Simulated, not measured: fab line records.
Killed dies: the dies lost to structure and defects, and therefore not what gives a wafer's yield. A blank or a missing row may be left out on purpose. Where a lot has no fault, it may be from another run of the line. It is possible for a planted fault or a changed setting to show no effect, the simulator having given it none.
Matching of chambers -- flow nand-harc -- 4 sister chambers for NHARC_A_STAIRCASE_TRIM_20 on rie-diel-05
The step chemistry O2, time 211.2 s. 16 wafers are shown with their chamber, then 8 later ones without.

WAFERS, EACH WITH ITS CHAMBER
wafer,chamber,showerhead-plenum-p-Torr (Torr),drypump-motor-current-A (A),oes-product-au (a.u.)
L074.1,0,3.76,6.1,1.009
L074.5,2,3.55,5.7,1.013
L074.6,3,3.57,6.2,1.006
L078.1,3,3.57,6.2,0.991
L078.2,2,3.55,5.6,0.999
L078.6,3,3.57,6.2,0.981
L079.1,0,3.75,6.1,1.000
L079.2,2,3.55,5.7,0.994
L079.3,1,3.71,5.9,0.991
L086.2,0,3.74,6.1,1.003
L086.5,3,3.56,6.2,0.993
L086.6,0,3.74,6.1,1.005
L088.3,3,3.55,6.3,1.001
L088.4,2,3.53,5.6,1.007
L088.5,3,3.55,6.3,0.989
L095.1,2,3.53,5.6,1.005

SIGNATURES (averages over the wafers above)
reading,chamber 0,chamber 1,chamber 2,chamber 3,scatter within a chamber
showerhead-plenum-p-Torr,3.7475,3.7100,3.5420,3.5617,0.0102
drypump-motor-current-A,6.100,5.900,5.640,6.233,0.0459
oes-product-au,1.00425,0.99100,1.00360,0.99350,0.00738
Rule: distance of a wafer from a chamber = root of the sum over the readings of ((wafer's reading minus chamber's mean) / reading's scatter) squared. The wafer belongs to the nearest chamber; if the next one is less than 2 further off, it can't be placed. The scatter: take each reading less its chamber's mean, square it, sum over the shown wafers, divide by the number of wafers less the number of chambers, and take the root.

WAFERS WITHOUT THEIR CHAMBER
wafer,showerhead-plenum-p-Torr (Torr),drypump-motor-current-A (A),oes-product-au (a.u.)
L095.5,3.53,5.6,1.000
L095.6,3.55,6.3,0.992
L093.1,3.53,5.6,0.996
L093.2,3.69,5.9,0.996
L093.4,3.73,6.1,0.996
L097.3,3.55,6.3,0.979
L097.5,3.69,5.9,0.993
L097.6,3.53,5.6,1.004

CHAMBER TAKEN BY EACH
wafer,from the rows above,in truth
L095.5,2,2
L095.6,3,3
L093.1,2,2
L093.2,1,1
L093.4,0,0
L097.3,3,3
L097.5,1,1
L097.6,2,2
Correct placement for 8 of the 8. Can't be placed from these rows: 0. 0 placed wrongly.
